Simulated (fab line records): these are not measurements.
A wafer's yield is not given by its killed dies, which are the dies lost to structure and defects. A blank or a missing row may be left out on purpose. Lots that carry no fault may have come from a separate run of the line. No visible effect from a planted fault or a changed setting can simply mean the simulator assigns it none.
Matching of chambers / flow n5-finfet / rie-diel-02 running N5_BEOL_M6_STRIP_19: 4 sister chambers
The step strips in O2. 8 wafers are shown with their chamber, then 11 later ones without.

EACH WAFER AND ITS CHAMBER
wafer=L083.3; chamber=0; showerhead-plenum-p-Torr (Torr)=2.00; drypump-motor-current-A (A)=6.1
wafer=L083.6; chamber=0; showerhead-plenum-p-Torr (Torr)=2.00; drypump-motor-current-A (A)=6.1
wafer=L086.4; chamber=3; showerhead-plenum-p-Torr (Torr)=2.07; drypump-motor-current-A (A)=6.6
wafer=L086.6; chamber=2; showerhead-plenum-p-Torr (Torr)=2.05; drypump-motor-current-A (A)=5.5
wafer=L085.4; chamber=1; showerhead-plenum-p-Torr (Torr)=2.17; drypump-motor-current-A (A)=5.9
wafer=L085.5; chamber=1; showerhead-plenum-p-Torr (Torr)=2.17; drypump-motor-current-A (A)=5.9
wafer=L085.6; chamber=2; showerhead-plenum-p-Torr (Torr)=2.04; drypump-motor-current-A (A)=5.6
wafer=L089.1; chamber=3; showerhead-plenum-p-Torr (Torr)=2.07; drypump-motor-current-A (A)=6.5

WAFERS WHOSE CHAMBER IS MISSING
wafer=L089.3; showerhead-plenum-p-Torr (Torr)=2.04; drypump-motor-current-A (A)=5.6
wafer=L089.4; showerhead-plenum-p-Torr (Torr)=2.17; drypump-motor-current-A (A)=5.9
wafer=L091.3; showerhead-plenum-p-Torr (Torr)=2.04; drypump-motor-current-A (A)=5.6
wafer=L091.4; showerhead-plenum-p-Torr (Torr)=2.17; drypump-motor-current-A (A)=5.9
wafer=L091.6; showerhead-plenum-p-Torr (Torr)=2.07; drypump-motor-current-A (A)=6.6
wafer=L090.2; showerhead-plenum-p-Torr (Torr)=2.26; drypump-motor-current-A (A)=6.2
wafer=L090.3; showerhead-plenum-p-Torr (Torr)=2.17; drypump-motor-current-A (A)=5.9
wafer=L090.5; showerhead-plenum-p-Torr (Torr)=2.04; drypump-motor-current-A (A)=5.6
wafer=L097.2; showerhead-plenum-p-Torr (Torr)=2.16; drypump-motor-current-A (A)=5.9
wafer=L097.4; showerhead-plenum-p-Torr (Torr)=2.06; drypump-motor-current-A (A)=6.5
wafer=L097.5; showerhead-plenum-p-Torr (Torr)=2.25; drypump-motor-current-A (A)=6.1

CHAMBER TAKEN BY EACH
wafer=L089.3; from the rows above=2; in truth=2
wafer=L089.4; from the rows above=1; in truth=1
wafer=L091.3; from the rows above=2; in truth=2
wafer=L091.4; from the rows above=1; in truth=1
wafer=L091.6; from the rows above=3; in truth=3
wafer=L090.2; from the rows above=1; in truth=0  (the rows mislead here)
wafer=L090.3; from the rows above=1; in truth=1
wafer=L090.5; from the rows above=2; in truth=2
wafer=L097.2; from the rows above=1; in truth=1
wafer=L097.4; from the rows above=3; in truth=3
wafer=L097.5; from the rows above=1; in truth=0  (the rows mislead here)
Correctly placed: 9 of 11. Number that these rows cannot place: 0. Wrongly placed: 2.
How it was worked out, from the rows above alone: a wafer's distance from a chamber is the root of the sum, over the readings, of the square of ((its reading less the chamber's mean) divided by the reading's scatter). The wafer belongs to the nearest chamber; if the next one is less than 2 further off, it can't be placed. For every chamber, the mean is computed from those of its wafers that are shown. The scatter is the square root of a quotient: the sum, over the shown wafers, of each reading's squared deviation from its chamber's mean, divided by wafers minus chambers.
